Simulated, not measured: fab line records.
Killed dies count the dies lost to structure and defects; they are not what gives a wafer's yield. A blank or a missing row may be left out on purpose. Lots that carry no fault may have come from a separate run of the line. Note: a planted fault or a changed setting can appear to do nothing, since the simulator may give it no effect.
fab line records    flow n5-finfet    part 1 of 2: steps 1 to 4 of 6
record: lots: 23  wafers: 69  last-day: 19
route steps=1938 shown BEOL_M0_SAQP@654 BEOL_M0_CUTY@711 BEOL_M0@726
lots with no fault: from the same line, run without faults
start-h: hours from the record's first day to the start of the lot's first wafer shown    wait-h: how many hours have passed since the lot's step before this one    " identical to the entry in the row above    L1.1+2: one row covering several wafers at once    - value missing, or start not given    * or withheld: withheld    < > ~ a bound
route shown NAME@n: names a module that has steps shown in the file, with the first one's number in the route    usual: the fault-free wafers' mean and standard deviation    same: alike in all rows    chamber/n: place in a boat    sites: each site's reading    _std_site: the values' standard deviation    _edge_site: inner sites' mean taken away from outer sites' mean    radius-mm: how far each site lies from the wafer's centre    mask NAME#n: copy n    behind: tool/chamber where the wafer was last shaped    hold: cause of the lot's hold/its duration in hours/its outcome    device: whichever transistor did not switch (one of n, p or np)    end of line: the same wafers' tests at the end of the route    where a step has no rows: the recipe by itself    killed: not the wafer's yield, but the dies lost to structure and defects at the first sort    map: per-die view of a wafer (x killed, . not killed, _ where there is no die)
set.NAME: the setting as run; set.NAME@STEP: as run at that earlier step    model.NAME: the simulator's own value behind a step, which no gauge read
the route's steps for a sample of lots (tables are steps, rows are wafers)
services: when a tool's chamber went out of use (start-h, in hours from the record's first day, below 0 if earlier), for how many hours, and the reason
== steps ==
step: N5_BEOL_M0_SAQP_ETCH_84
recipe: chemistry: N2/H2  target: SOC  target-depth-a: 1000  overetch-a: 200  mask-material: SiARC  temp-c: 40  time-s: 150  ion-energy-ev: 200  pressure-mtorr: 30  source-w: 840  bias-w: 150  n2-flow-sccm: 200  h2-flow-sccm: 200
usual: drypump-motor-current-A: 5.6/0.63  n2-flow-sccm: 200.0/0.56  oes-product-au: 0.67/0.06  rf-fwd-power-W: 835.6/2.7  rf-vpp-V: 524.5/2.4  showerhead-plenum-p-Torr: 2.56/0.081  throttle-valve-pct: 17.89/0.2
lot.wafer  tool         chamber  start-h  wait-h  drypump-motor-current-A  n2-flow-sccm  oes-product-au  rf-fwd-power-W  rf-hours-counter-h  rf-vpp-V  showerhead-plenum-p-Torr  throttle-valve-pct
L074.1     rie-diel-01  3        112.66   0.0     4.7                      201.0         0.65            835.1           205                 524.5     2.52                      18.10
L074.3     "            0        "        "       5.0                      200.2         0.70            835.4           137                 527.6     2.65                      18.04
L074.5     "            0        "        "       5.0                      200.4         0.70            835.1           -                   528.8     2.65                      18.04
L075.2     rie-diel-06  1        117.63   0.0     5.4                      200.2         0.66            831.3           171                 522.8     2.52                      17.84
L075.4     "            0        "        "       6.4                      200.2         0.75            835.6           54                  528.0     2.69                      17.50
L075.5     "            1        "        "       5.4                      199.4         0.66            832.5           -                   521.9     2.52                      17.84
L076.3     rie-diel-06  0        120.97   0.0     6.4                      199.9         0.76            834.1           54                  528.6     2.69                      17.51
L076.4     "            3        "        "       5.5                      199.6         0.67            836.7           157                 524.1     2.54                      17.93
L076.6     "            1        "        "       5.4                      200.0         0.66            839.5           -                   524.2     2.52                      17.83
L077.2     rie-diel-01  3        129.55   0.0     4.7                      199.6         0.64            835.0           209                 523.5     2.52                      18.10
L077.4     "            2        "        "       5.6                      199.3         0.70            838.5           133                 524.7     2.53                      17.90
L077.5     "            2        "        "       5.6                      198.8         0.70            838.7           -                   522.6     2.53                      17.90
L078.1     rie-diel-01  0        133.74   0.0     5.0                      200.5         0.71            835.0           143                 524.8     2.65                      18.06
L078.3     "            1        "        "       5.2                      200.6         0.62            836.9           211                 526.7     2.62                      17.75
L078.5     "            1        "        "       5.2                      199.6         0.62            831.1           -                   525.2     2.62                      17.77
L079.1     rie-diel-05  3        139.82   0.0     4.9                      199.9         0.84            834.5           6                   529.1     2.73                      17.79
L079.2     "            2        "        "       5.3                      199.4         0.64            834.8           199                 526.7     2.63                      17.87
L079.6     "            2        "        "       5.3                      200.2         0.64            835.4           -                   526.5     2.63                      17.88
L080.2     rie-diel-06  0        144.99   0.0     6.4                      199.5         0.75            836.4           64                  527.4     2.69                      17.51
L080.3     "            3        "        "       5.4                      200.4         0.66            837.7           168                 524.7     2.53                      17.96
L080.4     "            3        "        "       5.4                      199.8         0.67            837.3           -                   524.5     2.53                      17.96
L082.2     rie-diel-06  3        151.67   0.0     5.5                      199.3         0.66            836.3           171                 522.8     2.53                      17.97
L082.3     "            0        "        "       6.4                      200.2         0.74            829.5           67                  527.1     2.69                      17.52
L082.4     "            1        "        "       5.4                      199.9         0.65            836.2           182                 524.0     2.52                      17.84
L081.2     rie-diel-06  0        157.51   0.0     6.4                      200.1         0.75            833.2           69                  526.3     2.69                      17.53
L081.3     "            3        "        "       5.4                      200.2         0.66            837.5           173                 524.4     2.53                      17.96
L081.5     "            2        "        "       6.5                      199.4         0.84            828.1           -                   523.1     2.50                      17.49
L083.1     rie-diel-01  1        161.12   0.0     5.2                      199.7         0.62            840.2           220                 527.2     2.61                      17.77
L083.2     "            3        "        "       4.7                      200.6         0.64            835.5           219                 523.2     2.51                      18.12
L083.4     "            2        "        "       5.6                      200.3         0.69            835.3           143                 523.6     2.53                      17.92
L084.1     rie-diel-01  3        167.35   0.0     4.7                      200.4         0.63            836.7           221                 523.6     2.51                      18.13
L084.2     "            2        "        "       5.6                      200.5         0.70            836.4           145                 525.0     2.52                      17.92
L084.4     "            1        "        "       5.2                      200.6         0.62            834.1           222                 525.9     2.61                      17.80
L085.2     rie-diel-05  0        234.94   0.0     6.7                      201.0         0.61            835.2           224                 519.8     2.39                      18.22
L085.4     "            1        "        "       6.7                      200.2         0.65            835.6           180                 519.9     2.42                      17.99
L085.6     "            1        "        "       6.7                      201.3         0.65            832.2           -                   520.3     2.42                      18.00
L088.2     rie-diel-01  0        234.99   0.0     5.0                      199.7         0.67            838.7           176                 525.1     2.64                      18.11
L088.3     "            2        "        "       5.6                      198.8         0.68            833.9           168                 525.7     2.52                      17.96
L088.5     "            1        "        "       5.2                      199.4         0.60            836.3           -                   524.9     2.60                      17.83
L095.2     rie-diel-06  0        235.30   0.0     6.4                      199.8         0.73            837.4           85                  528.8     2.68                      17.55
L095.5     "            3        "        "       5.5                      200.2         0.65            834.7           -                   522.8     2.52                      17.99
L095.6     "            0        "        "       6.4                      200.5         0.72            836.3           -                   527.6     2.68                      17.54
L094.3     rie-diel-01  0        235.48   0.0     5.0                      199.9         0.68            831.6           176                 526.6     2.64                      18.12
L094.4     "            1        "        "       5.2                      199.9         0.61            839.8           245                 525.4     2.60                      17.82
L094.5     "            1        "        "       5.2                      200.4         0.60            841.0           -                   525.8     2.60                      17.81
L089.3     rie-diel-05  1        235.49   0.0     6.7                      200.3         0.65            834.2           180                 520.9     2.42                      18.00
L089.5     "            1        "        "       6.7                      200.8         0.65            833.8           -                   521.1     2.42                      18.01
L089.6     "            0        "        "       6.7                      200.3         0.61            836.0           -                   519.5     2.39                      18.21
L090.1     rie-diel-06  0        235.55   0.0     6.4                      199.5         0.73            835.0           85                  528.0     2.68                      17.55
L090.3     "            2        "        "       6.5                      199.7         0.79            835.0           18                  522.2     2.50                      17.51
L090.6     "            1        "        "       5.4                      200.9         0.64            837.0           -                   522.9     2.51                      17.89
L091.1     rie-diel-01  0        235.77   0.0     5.0                      200.0         0.67            831.4           176                 526.1     2.64                      18.12
L091.2     "            1        "        "       5.2                      200.1         0.60            834.3           245                 527.0     2.60                      17.82
L091.3     "            3        "        "       4.7                      201.3         0.61            840.6           244                 522.2     2.50                      18.17
L087.1     rie-diel-01  0        236.32   0.0     5.0                      199.3         0.68            833.9           177                 526.8     2.64                      18.12
L087.2     "            1        "        "       5.2                      199.9         0.60            837.9           245                 524.6     2.60                      17.82
L087.3     "            2        "        "       5.6                      201.0         0.67            838.0           168                 523.2     2.52                      17.96
L093.2     rie-diel-05  1        236.45   0.0     6.7                      200.0         0.65            836.9           180                 521.0     2.42                      17.98
L093.3     "            3        "        "       4.9                      200.4         0.79            835.9           38                  528.1     2.71                      17.84
L093.6     "            1        "        "       6.7                      199.8         0.65            835.5           -                   520.0     2.42                      18.01
L086.3     rie-diel-06  3        236.97   0.0     5.5                      200.1         0.65            838.9           187                 523.1     2.52                      17.99
L086.4     "            1        "        "       5.4                      200.3         0.64            838.3           201                 523.3     2.51                      17.88
L086.5     "            2        "        "       6.5                      199.9         0.79            833.0           -                   522.2     2.50                      17.50
L096.1     rie-diel-06  1        237.56   0.0     5.4                      199.0         0.64            832.9           201                 522.2     2.51                      17.89
L096.4     "            2        "        "       6.5                      199.5         0.79            834.5           19                  522.3     2.50                      17.49
L096.5     "            2        "        "       6.5                      199.3         0.78            837.3           -                   522.8     2.50                      17.50
L097.1     rie-diel-01  2        255.34   0.0     5.5                      200.6         0.67            832.4           177                 522.6     2.51                      17.98
L097.3     "            0        "        "       5.0                      199.6         0.67            837.6           185                 526.2     2.63                      18.12
L097.6     "            0        "        "       5.0                      199.6         0.66            836.5           -                   526.3     2.63                      18.14
step: N5_BEOL_M0_SAQP_RECESS_109
recipe: chemistry: HF/NH3  target: SiO2  target-depth-a: 30  afs-cycles: 1  temp-c: 30  sublimation-temp-c: 180  sublimation-time-s: 60
usual: drypump-motor-current-A: 5.9/0.63
lot.wafer  tool           chamber  start-h  wait-h  drypump-motor-current-A
L074.1     vapor-etch-02  0        115.44   0.0     5.1
L074.3     "              0        "        "       5.1
L074.5     "              1        "        "       6.6
L075.2     vapor-etch-01  0        120.95   0.0     6.1
L075.4     "              0        "        "       6.1
L075.5     "              0        "        "       6.1
L076.3     vapor-etch-01  1        123.37   0.1     6.1
L076.4     "              0        "        "       6.1
L076.6     "              0        "        "       6.1
L077.2     vapor-etch-01  1        132.01   0.0     6.1
L077.4     "              0        "        "       6.1
L077.5     "              1        "        "       6.1
L078.1     vapor-etch-02  0        136.96   0.1     5.1
L078.3     "              1        "        "       6.6
L078.5     "              0        "        "       5.1
L079.1     vapor-etch-02  0        142.99   0.0     5.1
L079.2     "              1        "        "       6.6
L079.6     "              1        "        "       6.6
L080.2     vapor-etch-01  1        147.72   0.0     6.1
L080.3     "              1        "        "       6.0
L080.4     "              0        "        "       6.1
L082.2     vapor-etch-01  1        154.05   0.0     6.0
L082.3     "              0        "        "       6.1
L082.4     "              1        "        "       6.1
L081.2     vapor-etch-02  1        159.99   0.0     6.6
L081.3     "              0        "        "       5.1
L081.5     "              0        "        "       5.1
L083.1     vapor-etch-02  1        163.58   0.0     6.6
L083.2     "              0        "        "       5.1
L083.4     "              0        "        "       5.1
L084.1     vapor-etch-01  0        169.91   0.0     6.1
L084.2     "              1        "        "       6.0
L084.4     "              0        "        "       6.1
L085.2     vapor-etch-02  1        238.45   0.6     6.6
L085.4     "              0        "        "       5.1
L085.6     "              0        "        "       5.1
L088.2     vapor-etch-02  0        238.57   0.5     5.1
L088.3     "              0        "        "       5.1
L088.5     "              0        "        "       5.1
L095.2     vapor-etch-02  1        239.05   0.7     6.6
L095.5     "              1        "        "       6.6
L095.6     "              0        "        "       5.1
L094.3     vapor-etch-02  0        239.93   1.3     5.1
L094.4     "              1        "        "       6.6
L094.5     "              0        "        "       5.1
L089.3     vapor-etch-02  0        240.05   1.2     5.1
L089.5     "              1        "        "       6.6
L089.6     "              0        "        "       5.1
L090.1     vapor-etch-02  0        240.49   1.2     5.1
L090.3     "              0        "        "       5.1
L090.6     "              0        "        "       5.1
L091.1     vapor-etch-01  0        240.77   1.0     6.1
L091.2     "              1        "        "       6.1
L091.3     "              0        "        "       6.1
L087.1     vapor-etch-02  0        241.09   0.3     5.1
L087.2     "              1        "        "       6.6
L087.3     "              1        "        "       6.6
L093.2     vapor-etch-02  1        241.21   0.2     6.6
L093.3     "              1        "        "       6.6
L093.6     "              1        "        "       6.6
L086.3     vapor-etch-01  1        241.30   0.1     6.1
L086.4     "              0        "        "       6.1
L086.5     "              0        "        "       6.1
L096.1     vapor-etch-02  0        241.64   0.0     5.1
L096.4     "              0        "        "       5.1
L096.5     "              0        "        "       5.1
L097.1     vapor-etch-02  0        258.31   0.1     5.1
L097.3     "              1        "        "       6.6
L097.6     "              0        "        "       5.1
step: N5_BEOL_M0_SAQP_CD_MEAS_40
recipe: target-cd-nm: 30  landing-energy-ev: 500  detector: se-inlens
usual: cd-nm: 30.03/0.27
lot.wafer  tool       chamber  start-h  wait-h  cd-nm
L074.1     cd-sem-03  0        116.89   -       30.08
L074.3     "          0        "        "       30.15
L074.5     "          0        "        "       30.06
L075.2     cd-sem-03  0        122.51   -       30.31
L075.4     "          0        "        "       30.21
L075.5     "          0        "        "       30.32
L076.3     cd-sem-01  0        124.54   -       30.00
L076.4     "          0        "        "       30.08
L076.6     "          0        "        "       29.78
L077.2     cd-sem-02  0        133.25   -       30.13
L077.4     "          0        "        "       29.81
L077.5     "          0        "        "       30.40
L078.1     cd-sem-01  0        138.31   -       29.92
L078.3     "          0        "        "       29.84
L078.5     "          0        "        "       30.13
L079.1     cd-sem-03  0        144.35   -       29.64
L079.2     "          0        "        "       29.79
L079.6     "          0        "        "       29.62
L080.2     cd-sem-01  0        149.05   -       30.44
L080.3     "          0        "        "       30.27
L080.4     "          0        "        "       29.94
L082.2     cd-sem-03  0        155.25   -       29.75
L082.3     "          0        "        "       30.32
L082.4     "          0        "        "       30.48
L081.2     cd-sem-01  0        161.45   -       30.36
L081.3     "          0        "        "       29.62
L081.5     "          0        "        "       30.43
L083.1     cd-sem-03  0        164.91   -       30.07
L083.2     "          0        "        "       29.67
L083.4     "          0        "        "       29.35
L084.1     cd-sem-03  0        171.21   -       29.84
L084.2     "          0        "        "       29.93
L084.4     "          0        "        "       30.05
L085.2     cd-sem-03  0        239.85   -       29.97
L085.4     "          0        "        "       30.28
L085.6     "          0        "        "       30.29
L088.2     cd-sem-03  0        239.90   -       29.87
L088.3     "          0        "        "       29.93
L088.5     "          0        "        "       29.98
L095.2     cd-sem-02  0        240.32   -       29.98
L095.5     "          0        "        "       30.46
L095.6     "          0        "        "       30.02
L094.3     cd-sem-03  0        241.28   -       30.29
L094.4     "          0        "        "       30.14
L094.5     "          0        "        "       30.30
L089.3     cd-sem-03  0        243.34   -       29.88
L089.5     "          0        "        "       30.09
L089.6     "          0        "        "       30.09
L090.1     cd-sem-03  0        243.54   -       29.87
L090.3     "          0        "        "       29.96
L090.6     "          0        "        "       30.58
L091.1     cd-sem-01  0        243.78   -       29.87
L091.2     "          0        "        "       30.17
L091.3     "          0        "        "       30.33
L087.1     cd-sem-02  0        244.07   -       30.29
L087.2     "          0        "        "       30.20
L087.3     "          0        "        "       30.08
L093.2     cd-sem-02  0        244.37   -       29.18
L093.3     "          0        "        "       29.88
L093.6     "          0        "        "       29.49
L086.3     cd-sem-03  0        244.54   -       29.95
L086.4     "          0        "        "       30.06
L086.5     "          0        "        "       30.17
L096.1     cd-sem-01  0        244.67   -       29.90
L096.4     "          0        "        "       29.71
L096.5     "          0        "        "       30.24
L097.1     cd-sem-02  0        259.63   -       30.00
L097.3     "          0        "        "       30.31
L097.6     "          0        "        "       29.66
step: N5_BEOL_M0_CUTY_DESCUM_61
recipe: chemistry: O2  time-s: 7.9  source-power-w: 50  bias-power-w: 20  pressure-mtorr: 20  rf-frequency-hz: 2.712e+07  temp-c: 40  resist: CAR-ArF-block  o2-flow-sccm: 225
usual: drypump-motor-current-A: 5.9/0.45  oes-product-au: 0.81/0.079  rf-fwd-power-W: 49.36/0.19  rf-vpp-V: 243.3/1.5  showerhead-plenum-p-Torr: 2.10/0.079  throttle-valve-pct: 20.40/0.2
lot.wafer  tool         chamber  start-h  wait-h  drypump-motor-current-A  oes-product-au  rf-fwd-power-W  rf-hours-counter-h  rf-vpp-V  showerhead-plenum-p-Torr  throttle-valve-pct
L074.1     rie-diel-02  2        119.31   0.0     6.0                      0.82            49.43           100                 243.8     2.21                      20.26
L074.3     "            1        "        "       6.2                      0.69            49.35           245                 240.4     1.98                      20.57
L074.5     "            2        "        "       6.0                      0.82            49.74           -                   244.5     2.21                      20.27
L075.2     rie-diel-04  2        124.08   0.1     6.3                      0.72            49.62           198                 241.6     1.99                      20.86
L075.4     "            0        "        "       6.3                      0.97            49.30           6                   243.1     2.07                      20.19
L075.5     "            0        "        "       6.3                      0.98            49.22           -                   244.1     2.07                      20.20
L076.3     rie-diel-03  2        126.05   0.0     5.1                      0.73            49.33           174                 242.1     2.08                      20.34
L076.4     "            3        "        "       5.4                      0.88            49.26           22                  245.6     2.23                      20.10
L076.6     "            1        "        "       5.9                      0.90            49.61           -                   245.0     2.13                      20.55
L077.2     rie-diel-02  0        136.23   0.7     6.4                      0.74            49.31           159                 242.1     2.00                      20.53
L077.4     "            0        "        "       6.4                      0.74            49.32           -                   241.2     2.00                      20.53
L077.5     "            3        "        "       6.4                      0.92            49.59           -                   242.5     2.13                      20.34
L078.1     rie-diel-03  0        140.20   0.0     5.7                      0.71            49.20           219                 241.9     1.98                      20.59
L078.3     "            1        "        "       5.9                      0.88            49.31           37                  242.9     2.13                      20.58
L078.5     "            2        "        "       5.1                      0.72            49.51           -                   243.2     2.08                      20.35
L079.1     rie-diel-02  1        145.81   0.0     6.2                      0.97            49.40           1                   245.7     2.24                      20.15
L079.2     "            0        "        "       6.4                      0.74            49.51           163                 242.0     2.00                      20.54
L079.6     "            0        "        "       6.4                      0.74            49.54           -                   240.6     2.00                      20.56
L080.2     rie-diel-03  1        150.56   0.0     5.9                      0.88            49.22           40                  244.6     2.13                      20.57
L080.3     "            0        "        "       5.6                      0.71            49.51           223                 241.6     1.98                      20.59
L080.4     "            3        "        "       5.4                      0.87            49.25           30                  244.2     2.22                      20.11
L082.2     rie-diel-03  3        157.54   0.2     5.4                      0.85            49.21           33                  246.5     2.22                      20.12
L082.3     "            0        "        "       5.7                      0.70            49.09           226                 241.7     1.98                      20.60
L082.4     "            1        "        "       5.9                      0.87            49.24           43                  243.7     2.13                      20.58
L081.2     rie-diel-03  3        162.96   0.1     5.4                      0.86            49.34           35                  246.2     2.22                      20.13
L081.3     "            2        "        "       5.1                      0.71            49.25           188                 241.5     2.07                      20.34
L081.5     "            3        "        "       5.4                      0.85            49.34           -                   245.2     2.22                      20.12
L083.1     rie-diel-02  2        166.29   0.0     6.0                      0.80            49.60           121                 245.6     2.20                      20.30
L083.2     "            3        "        "       6.4                      0.92            49.31           39                  245.0     2.12                      20.37
L083.4     "            3        "        "       6.3                      0.90            49.10           -                   245.2     2.12                      20.36
L084.1     rie-diel-03  3        174.11   1.5     5.4                      0.84            49.09           41                  245.6     2.22                      20.13
L084.2     "            2        "        "       5.1                      0.72            49.15           194                 243.3     2.07                      20.36
L084.4     "            1        "        "       5.9                      0.85            49.16           52                  244.6     2.12                      20.59
L085.2     rie-diel-04  3        242.39   0.0     5.3                      0.84            49.76           53                  242.2     2.04                      20.16
L085.4     "            1        "        "       6.3                      0.86            49.40           63                  244.0     2.11                      20.36
L085.6     "            0        "        "       6.3                      0.90            49.33           -                   241.7     2.06                      20.25
L088.2     rie-diel-03  1        242.76   0.2     5.9                      0.82            49.36           83                  244.2     2.11                      20.64
L088.3     "            2        "        "       5.1                      0.69            49.38           226                 241.1     2.06                      20.41
L088.5     "            3        "        "       5.4                      0.81            49.33           -                   245.5     2.21                      20.18
L095.2     rie-diel-02  3        243.23   0.4     6.4                      0.87            49.58           62                  242.9     2.11                      20.40
L095.5     "            0        "        "       6.3                      0.71            49.15           -                   242.0     1.99                      20.61
L095.6     "            1        "        "       6.2                      0.87            49.26           -                   246.1     2.23                      20.23
L094.3     rie-diel-02  1        243.97   0.9     6.2                      0.87            49.37           36                  245.4     2.23                      20.23
L094.4     "            3        "        "       6.3                      0.86            49.31           63                  242.6     2.11                      20.42
L094.5     "            3        "        "       6.4                      0.87            49.27           -                   243.7     2.11                      20.40
L089.3     rie-diel-03  2        245.18   0.1     5.1                      0.68            49.31           228                 244.5     2.06                      20.40
L089.5     "            3        "        "       5.4                      0.80            49.02           -                   245.0     2.21                      20.17
L089.6     "            2        "        "       5.1                      0.69            49.31           -                   243.8     2.06                      20.42
L090.1     rie-diel-02  2        245.30   0.1     6.0                      0.77            49.10           157                 244.6     2.19                      20.35
L090.3     "            3        "        "       6.4                      0.86            49.22           64                  244.2     2.11                      20.39
L090.6     "            2        "        "       6.0                      0.77            49.30           -                   245.8     2.18                      20.35
L091.1     rie-diel-02  3        245.89   0.5     6.3                      0.86            49.55           64                  243.9     2.11                      20.41
L091.2     "            0        "        "       6.4                      0.71            49.62           213                 240.7     1.99                      20.63
L091.3     "            1        "        "       6.2                      0.86            49.05           37                  245.3     2.23                      20.23
L087.1     rie-diel-03  1        246.22   0.6     5.9                      0.82            49.41           85                  242.8     2.11                      20.63
L087.2     "            3        "        "       5.4                      0.81            49.27           75                  244.6     2.21                      20.19
L087.3     "            2        "        "       5.1                      0.68            49.17           228                 244.7     2.06                      20.41
L093.2     rie-diel-04  2        247.71   1.7     6.3                      0.69            49.91           227                 241.6     1.98                      20.91
L093.3     "            3        "        "       5.3                      0.85            49.65           56                  243.0     2.04                      20.16
L093.6     "            1        "        "       6.3                      0.86            49.29           -                   243.8     2.11                      20.34
L086.3     rie-diel-03  1        248.00   1.6     5.9                      0.81            49.21           86                  244.0     2.11                      20.63
L086.4     "            3        "        "       5.4                      0.80            49.15           -                   243.3     2.21                      20.19
L086.5     "            2        "        "       5.1                      0.69            49.11           -                   243.1     2.06                      20.42
L096.1     rie-diel-04  3        248.11   1.5     5.3                      0.84            49.69           56                  240.7     2.04                      20.14
L096.4     "            0        "        "       6.3                      0.90            49.26           37                  242.1     2.06                      20.25
L096.5     "            3        "        "       5.3                      0.85            49.75           -                   242.9     2.04                      20.16
L097.1     rie-diel-04  1        261.25   0.0     6.3                      0.86            49.28           71                  242.4     2.11                      20.36
L097.3     "            2        "        "       6.3                      0.69            49.75           232                 240.6     1.98                      20.91
L097.6     "            2        "        "       6.3                      0.69            49.57           -                   241.2     1.98                      20.91
